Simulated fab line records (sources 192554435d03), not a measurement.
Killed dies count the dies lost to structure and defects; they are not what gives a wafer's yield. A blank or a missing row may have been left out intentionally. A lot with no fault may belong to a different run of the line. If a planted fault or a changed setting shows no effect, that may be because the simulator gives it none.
Chamber matching || flow n5Finfet || N5_BEOL_M12_ETCH_67 on rieDiel-03 has 3 sister chambers
The step etches SiARC in CF4, target depth 143 nm, time 238.3 s. 16 wafers are shown with their chamber, then 6 later ones without.

## WAFERS WITH THEIR CHAMBER
{"wafer": "L076.1", "chamber": 1, "throttleValvePct (%)": 15.84, "drypumpMotorCurrentA (A)": 6.2, "oesProductAu (a.u.)": 0.69}
{"wafer": "L076.5", "chamber": 2, "throttleValvePct (%)": 15.48, "drypumpMotorCurrentA (A)": 5.7, "oesProductAu (a.u.)": 0.77}
{"wafer": "L076.6", "chamber": 3, "throttleValvePct (%)": 15.24, "drypumpMotorCurrentA (A)": 5.9, "oesProductAu (a.u.)": 0.78}
{"wafer": "L077.2", "chamber": 3, "throttleValvePct (%)": 15.25, "drypumpMotorCurrentA (A)": 6.0, "oesProductAu (a.u.)": 0.78}
{"wafer": "L077.3", "chamber": 1, "throttleValvePct (%)": 15.85, "drypumpMotorCurrentA (A)": 6.3, "oesProductAu (a.u.)": 0.69}
{"wafer": "L077.6", "chamber": 1, "throttleValvePct (%)": 15.85, "drypumpMotorCurrentA (A)": 6.3, "oesProductAu (a.u.)": 0.69}
{"wafer": "L081.2", "chamber": 1, "throttleValvePct (%)": 15.87, "drypumpMotorCurrentA (A)": 6.3, "oesProductAu (a.u.)": 0.68}
{"wafer": "L081.5", "chamber": 2, "throttleValvePct (%)": 15.51, "drypumpMotorCurrentA (A)": 5.7, "oesProductAu (a.u.)": 0.74}
{"wafer": "L081.6", "chamber": 1, "throttleValvePct (%)": 15.86, "drypumpMotorCurrentA (A)": 6.3, "oesProductAu (a.u.)": 0.68}
{"wafer": "L084.2", "chamber": 3, "throttleValvePct (%)": 15.27, "drypumpMotorCurrentA (A)": 6.0, "oesProductAu (a.u.)": 0.77}
{"wafer": "L084.3", "chamber": 2, "throttleValvePct (%)": 15.52, "drypumpMotorCurrentA (A)": 5.8, "oesProductAu (a.u.)": 0.75}
{"wafer": "L084.6", "chamber": 1, "throttleValvePct (%)": 15.87, "drypumpMotorCurrentA (A)": 6.3, "oesProductAu (a.u.)": 0.67}
{"wafer": "L080.1", "chamber": 1, "throttleValvePct (%)": 15.89, "drypumpMotorCurrentA (A)": 6.3, "oesProductAu (a.u.)": 0.68}
{"wafer": "L080.5", "chamber": 1, "throttleValvePct (%)": 15.89, "drypumpMotorCurrentA (A)": 6.3, "oesProductAu (a.u.)": 0.67}
{"wafer": "L080.6", "chamber": 2, "throttleValvePct (%)": 15.52, "drypumpMotorCurrentA (A)": 5.7, "oesProductAu (a.u.)": 0.74}
{"wafer": "L083.1", "chamber": 1, "throttleValvePct (%)": 15.89, "drypumpMotorCurrentA (A)": 6.3, "oesProductAu (a.u.)": 0.68}

SIGNATURES, as means of the wafers listed above
{"reading": "throttleValvePct", "chamber 1": 15.8678, "chamber 2": 15.5075, "chamber 3": 15.2533, "scatter within a chamber": 0.0186}
{"reading": "drypumpMotorCurrentA", "chamber 1": 6.289, "chamber 2": 5.725, "chamber 3": 5.967, "scatter within a chamber": 0.0421}
{"reading": "oesProductAu", "chamber 1": 0.6811, "chamber 2": 0.7500, "chamber 3": 0.7767, "scatter within a chamber": 0.00943}
Rule: for each reading, subtract the chamber's mean from the wafer's reading, divide by that reading's scatter and square the result; add these up over the readings and take the root, which gives the wafer's distance from the chamber. The wafer belongs to the nearest chamber; if the next one is less than 2 further off, it can't be placed. How the scatter is found: for the shown wafers, subtract from each reading the mean of its chamber, square and add these, divide the total by (wafers less chambers), then take the root.

## WAFERS WHOSE CHAMBER IS MISSING
{"wafer": "L083.4", "throttleValvePct (%)": 15.28, "drypumpMotorCurrentA (A)": 5.9, "oesProductAu (a.u.)": 0.76}
{"wafer": "L083.5", "throttleValvePct (%)": 15.88, "drypumpMotorCurrentA (A)": 6.3, "oesProductAu (a.u.)": 0.68}
{"wafer": "L091.2", "throttleValvePct (%)": 15.90, "drypumpMotorCurrentA (A)": 6.3, "oesProductAu (a.u.)": 0.66}
{"wafer": "L091.4", "throttleValvePct (%)": 15.55, "drypumpMotorCurrentA (A)": 5.7, "oesProductAu (a.u.)": 0.73}
{"wafer": "L092.2", "throttleValvePct (%)": 15.33, "drypumpMotorCurrentA (A)": 5.9, "oesProductAu (a.u.)": 0.73}
{"wafer": "L092.6", "throttleValvePct (%)": 15.92, "drypumpMotorCurrentA (A)": 6.3, "oesProductAu (a.u.)": 0.65}

## WHICH CHAMBER EACH WENT THROUGH
{"wafer": "L083.4", "from the rows above": 3, "in truth": 3}
{"wafer": "L083.5", "from the rows above": 1, "in truth": 1}
{"wafer": "L091.2", "from the rows above": 1, "in truth": 1}
{"wafer": "L091.4", "from the rows above": 2, "in truth": 2}
{"wafer": "L092.2", "from the rows above": 3, "in truth": 3}
{"wafer": "L092.6", "from the rows above": 1, "in truth": 1}
Placed correctly: 6 of 6. Left unplaced by these rows: 0. Wrongly placed: 0.
